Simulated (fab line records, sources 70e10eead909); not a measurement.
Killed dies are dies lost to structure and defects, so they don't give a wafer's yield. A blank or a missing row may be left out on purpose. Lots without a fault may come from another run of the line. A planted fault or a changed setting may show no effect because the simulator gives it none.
A struck lot beside a sound one | flow nand_harc | 14 steps out of a route of 1302
Sound: wafers L138.1, L138.2, L138.6. Struck: wafers L156.1, L156.3. The cause comes at the end.
At each step with rows: each side's tool, then ch and its chambers, then its first start. Under that, the readings that differ: sound wafers | struck wafers | difference of the means | sigmas: that difference in standard deviations of wafers without a fault.
alike: readings whose means differ by less than 2 such deviations, and words and numbers that are the same on both sides. not compared: withheld readings, readings that some wafer has no value for, bounds like >300 that may hide the same value, and numbers for which the record gives no deviation and whose values overlap.
The two part at a step that has a row with sigmas, a row that says differs or no value, or rows on one side only. Numbers that don't overlap but have no deviation are shown without sigmas and don't part them. A reading that every wafer of one side lacks parts them only if that side has two wafers or more.

NHARC_A_SOURCE_PLATE_THK_MEAS_09: measures by ellipsometry.
  sound on film_metro-02, day 8 18:34; struck on film_metro-01, day 16 06:04
  alike: thk_nm
then, 3 steps without rows for these wafers: NHARC_A_SOURCE_PLATE_PVD_04 (deposits WSi2, target thk 50 nm); NHARC_A_SOURCE_PLATE_CVD_03 (deposits poly-Si, target thk 200 nm, time 4000 s); NHARC_A_SOURCE_PLATE_ANNEAL_05 (time 1800 s).
NHARC_A_SOURCE_PLATE_THK_MEAS_06: measures by ellipsometry.
  sound on film_metro-01, day 9 08:16; struck on film_metro-01, day 16 18:32
  alike: thk_nm
NHARC_A_SOURCE_PLATE_INSPECT_08:
  sound on defect_inspect-01, day 9 08:20; struck on defect_inspect-02, day 16 18:35
  alike: raw_defect_count
then, 1 step without rows for these wafers: NHARC_A_ONON_D1_DEP_00 (target thk 1000 nm).
NHARC_A_ONON_D1_THK_MEAS_02: measures by ellipsometry.
  sound on film_metro-01, day 9 08:55; struck on film_metro-01, day 16 19:10
  alike: thk_nm
then, 1 step without rows for these wafers: NHARC_A_ONON_D1_DEP_03 (target thk 1000 nm).
NHARC_A_ONON_D1_THK_MEAS_05: measures by ellipsometry.
  sound on film_metro-01, day 9 09:29; struck on film_metro-01, day 16 19:44
  alike: thk_nm
NHARC_A_ONON_D1_DEP_06: target thk 1000 nm.
  sound on pecvd_onon-02 ch 0, day 9 09:32; struck on pecvd_onon-04 ch 0, day 16 19:47
NHARC_A_ONON_D1_THK_MEAS_08: measures by ellipsometry.
  sound on film_metro-02, day 9 10:02; struck on film_metro-01, day 16 20:18
  reading     | sound       | struck    | difference | sigmas
  thk_nm (nm) | 994 995 996 | 1176 1175 | +180       | +18
then, 1 step without rows for these wafers: NHARC_A_ONON_D1_DEP_09 (target thk 1000 nm).
-- the record jumps here: 17 days lie between the struck wafers' starts before and after (it left off in module A_ONON_D1 and takes up again in module END, whose first step shown is number 1302 of the route) --
NHARC_END_SORT_01:
  the record has rows for the struck wafers here (prober-02 ch 0, day 33 23:29) and none for the sound ones

WHERE THEY PART
First at NHARC_A_ONON_D1_THK_MEAS_08; last, within this record, at NHARC_END_SORT_01.

WHY: what the simulator had put in
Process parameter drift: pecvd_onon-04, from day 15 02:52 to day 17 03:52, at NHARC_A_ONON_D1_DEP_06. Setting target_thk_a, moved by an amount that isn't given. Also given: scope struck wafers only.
